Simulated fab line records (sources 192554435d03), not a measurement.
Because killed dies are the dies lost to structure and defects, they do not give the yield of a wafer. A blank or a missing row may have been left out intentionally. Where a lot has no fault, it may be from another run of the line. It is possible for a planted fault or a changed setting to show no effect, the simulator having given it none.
Matching of chambers || flow n5Finfet || N5_FIN_SAQP_HM_DEP_03 on pecvd-03 has 3 sister chambers
The step deposits SiNx from SiH4/NH3/N2, target thk 38 nm, time 33.6 s. 6 wafers are shown with their chamber, then 7 later ones without.

## EACH WAFER AND ITS CHAMBER
{"wafer": "L076.4", "chamber": 1, "heaterPowerW (W)": 921, "showerheadPlenumPTorr (Torr)": 5.08}
{"wafer": "L077.5", "chamber": 1, "heaterPowerW (W)": 831, "showerheadPlenumPTorr (Torr)": 5.06}
{"wafer": "L081.2", "chamber": 2, "heaterPowerW (W)": 628, "showerheadPlenumPTorr (Torr)": 5.13}
{"wafer": "L081.6", "chamber": 2, "heaterPowerW (W)": 610, "showerheadPlenumPTorr (Torr)": 5.13}
{"wafer": "L083.3", "chamber": 0, "heaterPowerW (W)": 821, "showerheadPlenumPTorr (Torr)": 5.12}
{"wafer": "L083.4", "chamber": 0, "heaterPowerW (W)": 806, "showerheadPlenumPTorr (Torr)": 5.12}

## WAFERS WHOSE CHAMBER IS MISSING
{"wafer": "L083.5", "heaterPowerW (W)": 637, "showerheadPlenumPTorr (Torr)": 5.12}
{"wafer": "L093.2", "heaterPowerW (W)": 798, "showerheadPlenumPTorr (Torr)": 5.06}
{"wafer": "L093.4", "heaterPowerW (W)": 794, "showerheadPlenumPTorr (Torr)": 5.07}
{"wafer": "L093.5", "heaterPowerW (W)": 602, "showerheadPlenumPTorr (Torr)": 5.12}
{"wafer": "L097.1", "heaterPowerW (W)": 773, "showerheadPlenumPTorr (Torr)": 5.08}
{"wafer": "L097.3", "heaterPowerW (W)": 572, "showerheadPlenumPTorr (Torr)": 5.14}
{"wafer": "L097.5", "heaterPowerW (W)": 871, "showerheadPlenumPTorr (Torr)": 5.12}

## THE CHAMBER EACH PASSED THROUGH
{"wafer": "L083.5", "from the rows above": 2, "in truth": 2}
{"wafer": "L093.2", "from the rows above": 1, "in truth": 1}
{"wafer": "L093.4", "from the rows above": 1, "in truth": 1}
{"wafer": "L093.5", "from the rows above": 2, "in truth": 2}
{"wafer": "L097.1", "from the rows above": 1, "in truth": 1}
{"wafer": "L097.3", "from the rows above": 2, "in truth": 2}
{"wafer": "L097.5", "from the rows above": 0, "in truth": 0}
Placed correctly: 7 of 7. Number that these rows cannot place: 0. Placed wrongly: 0.
How it was worked out, from the rows above alone: a wafer's distance from a chamber is the root of the sum, over the readings, of the square of ((its reading less the chamber's mean) divided by the reading's scatter). The wafer belongs to the nearest chamber; if the next one is less than 2 further off, it can't be placed. Each chamber's mean is taken over the wafers shown for it. The scatter is the square root of a quotient: the sum, over the shown wafers, of each reading's squared deviation from its chamber's mean, divided by wafers minus chambers.
